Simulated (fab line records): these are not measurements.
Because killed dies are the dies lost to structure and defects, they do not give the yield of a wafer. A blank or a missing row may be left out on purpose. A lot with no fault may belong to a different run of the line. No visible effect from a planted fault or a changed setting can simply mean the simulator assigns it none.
Comparing a struck lot with a sound one | flow n5 finfet | 15 out of 1938 route steps
Sound: the wafers L542.4, L542.5, L542.6. Wafers struck: L560.5, L560.6. The cause comes at the end.
Per side, at each step with rows, come the tool, then ch with its chambers, and then its first start. Under that, the readings that differ: sound wafers | struck wafers | difference of the means | sigmas: that difference in standard deviations of wafers without a fault.
alike: same words and numbers on both sides, and readings whose means sit less than 2 such deviations apart. not compared: any withheld reading, any reading some wafer has no value for, any bound like >300 that may hide the same value, and any number with overlapping values for which the record gives no deviation.
A row with sigmas, a row that says differs or no value, or rows on one side alone: a step with any of these is where the two part. Non-overlapping numbers with no deviation appear without sigmas and do not part them. Lack of a reading on every wafer of one side parts them only where that side has two or more wafers.

first, 8 steps without rows for these wafers: N5_BEOL_M12_COAT_66 (time 60 s, resist thk 110 nm); N5_BEOL_M12_COAT_22 (resist thk 300 nm); N5_BEOL_M12_EBR_24; N5_BEOL_M12_SOFTBAKE_23 (time 60 s); N5_BEOL_M12_EXPOSE_25 (exposes mask M12); N5_BEOL_M12_PEB_26 (peb time 90 s); N5_BEOL_M12_DEVELOP_27 (develop time 45 s); N5_BEOL_M12_HARDBAKE_32 (time 120 s).
N5_BEOL_M12_CD_MEAS_28 targets a cd of 160.2 nm.
  sound on cd sem-02 ch 0, day 11 00:47; struck on cd sem-02 ch 0, day 15 19:41
  alike: cd nm
N5_BEOL_M12_OVL_MEAS_29:
  sound on overlay-02 ch 0, day 11 00:49; struck on overlay-02 ch 0, day 15 19:43
  reading      | sound   | struck | difference | sigmas
  M12_OVL (nm) | 4 -2 -1 | 15 17  | +16        | +3
N5_BEOL_M12_INSPECT_30: inspects for defects (macro).
  struck on defect inspect-02, day 15 19:44; sound on defect inspect-01, day 11 00:50
  alike: raw defect count
N5_BEOL_M12_DESCUM_33: chemistry O2, time 7.9 s.
  sound on rie diel-02 ch 0,2,3, day 11 01:15; struck on rie diel-06 ch 0,3, day 15 19:52
  alike: drypump motor current A, oes product au, rf vpp V, showerhead plenum p Torr, throttle valve pct
  not compared: rf hours counter h
N5_BEOL_M12_ETCH_67: etches SiARC in CF4, target depth 143 nm, time 238.3 s.
  sound on rie diel-02 ch 0,2,3, day 11 01:17; struck on rie diel-06 ch 0,3, day 15 19:57
  reading               | sound          | struck    | difference | sigmas
  etch rf on time s (s) | 230 243 234    | 146 146   | -90        | -13
  oes product au (a.u.) | 0.70 0.72 0.67 | 1.10 0.93 | +0.32      | +5
  alike: bias w, drypump motor current A, rf vpp V, showerhead plenum p Torr, throttle valve pct
  not compared: rf hours counter h
N5_BEOL_M12_ETCH_68: etches SOC in N2/H2, time 285 s.
  sound on rie diel-02 ch 0,2,3, day 11 01:26; struck on rie diel-06 ch 0,3, day 15 20:07
  alike: bias w, drypump motor current A, oes product au, rf vpp V, showerhead plenum p Torr, throttle valve pct
  not compared: rf hours counter h
N5_PASSIVATION_PROBE_49:
  struck on prober-02, day 17 11:08; sound on prober-02, day 12 11:55
  alike: defect limited yield, killed_at_M0_to_M3, killed_at_M4_up, killed at contacts, killed at front end, killed at other, killed dies, killed open, killed short, sort_bin_5_function, sort_bin_6_memory, sort n pass, sort yield pct

== WHERE THEY PART ==
At N5_BEOL_M12_OVL_MEAS_29 first; at N5_BEOL_M12_ETCH_67 last (within this record only). Later steps at which nothing parts them and some readings are alike: N5_BEOL_M12_ETCH_68, N5_PASSIVATION_PROBE_49.

WHY: what the simulator had put in
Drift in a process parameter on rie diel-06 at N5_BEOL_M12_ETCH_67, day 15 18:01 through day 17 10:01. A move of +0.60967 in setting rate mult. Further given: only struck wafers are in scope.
